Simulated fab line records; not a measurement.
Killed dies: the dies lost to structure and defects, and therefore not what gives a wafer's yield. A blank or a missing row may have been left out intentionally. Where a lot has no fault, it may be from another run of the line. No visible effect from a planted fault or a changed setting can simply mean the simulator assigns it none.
One fault through the eyes of 2 desks / flow n5-finfet / each desk holds nothing but its own numbers, with what lay behind them at the end

## THE TOOL OWNER'S DESK: epi-rpcvd-01
The tool's own readings at N5_WELL_APT_EPI_41 (deposits Si from SiH4/H2, target thk 50 nm, time 297.7 s): means of the sampled wafers that have a number, for each lot that ran on this tool. A lot is out of limits, marked OUT, if its mean lies more than 4 standard deviations from the usual mean; the brackets give that distance.
Columns: A = susceptor_temp_C_max at N5_WELL_APT_EPI_41, usual 651.4; B = throttle-valve-pct at N5_WELL_APT_EPI_41, usual 11.5 %
lot=L486; first seen here=day 1 16:43; A=651.1; B=12.0
lot=L488; first seen here=day 2 04:17; A=651.2; B=11.9
lot=L491; first seen here=day 2 22:24; A=651.6; B=11.8
lot=L492; first seen here=day 3 04:25; A=651.2; B=11.7
lot=L494; first seen here=day 3 16:03; A=651.7; B=11.9
lot=L499; first seen here=day 4 22:37; A=651.4; B=11.7
Finding of this desk: none of the 6 lots has anything out of limits.

## AT THE METROLOGY DESK
Lot by lot, what the gauges showed, no matter which tool ran the lot: averages of those sampled wafers that carry a number. A lot is out of limits, marked OUT, if its mean lies more than 4 standard deviations from the usual mean; the brackets give that distance. 7 of its 11 readings are shown, namely those furthest out on some lot.
Columns: A = CJ_N at N5_BEOL_M4_RC_MEAS_101, usual 4.38; B = DIBL_N at N5_BEOL_M4_RC_MEAS_101, usual 36.6 mV/V; C = IOFF_N at N5_BEOL_M4_RC_MEAS_101, usual 0.17 nA/um; D = IOFF_P at N5_BEOL_M4_RC_MEAS_101, usual 0.22 nA/um; E = ION_P at N5_BEOL_M4_RC_MEAS_101, usual 463 uA/um; F = VT_N at N5_BEOL_M4_RC_MEAS_101, usual 249 mV; G = VT_P at N5_BEOL_M4_RC_MEAS_101, usual -249 mV
lot=L486; first seen here=day 7 23:09; A=4.41; B=35.6; C=0.15; D=0.20; E=466; F=250; G=-249
lot=L488; first seen here=day 8 04:20; A=4.27; B=38.7; C=0.22; D=0.29; E=475; F=244; G=-245
lot=L490; first seen here=day 8 20:05; A=4.35; B=37.7; C=0.17; D=0.21; E=457; F=249; G=-253
lot=L491; first seen here=day 9 04:26; A=4.30; B=37.0; C=0.18; D=0.21; E=456; F=249; G=-251
lot=L492; first seen here=day 9 12:21; A=4.44; B=37.9; C=0.17; D=0.20; E=464; F=251; G=-252
lot=L494; first seen here=day 9 22:33; A=4.38; B=40.0; C=0.23; D=0.23; E=462; F=245; G=-252
lot=L499; first seen here=day 11 03:41; A=4.54; B=37.6; C=0.17; D=0.22; E=458; F=251; G=-251
lot=L503; first seen here=day 12 01:37; A=4.35; B=38.1; C=0.22; D=0.28; E=473; F=244; G=-244
lot=L504; first seen here=day 12 09:35; A=4.32; B=34.9; C=0.14; D=0.19; E=464; F=250; G=-251
lot=L505; first seen here=day 12 23:11; A=4.41; B=35.6; C=0.15; D=0.22; E=467; F=251; G=-249
lot=L507; first seen here=day 13 03:17; A=4.49; B=35.9; C=0.15; D=0.19; E=466; F=251; G=-250
Finding of this desk: none of the 11 lots has anything out of limits.

## PUT TOGETHER
Nothing out of limits was seen by the tool owner's desk.
At the metrology desk, nothing out of limits was observed.

## WHAT WAS PUT IN BY THE SIMULATOR
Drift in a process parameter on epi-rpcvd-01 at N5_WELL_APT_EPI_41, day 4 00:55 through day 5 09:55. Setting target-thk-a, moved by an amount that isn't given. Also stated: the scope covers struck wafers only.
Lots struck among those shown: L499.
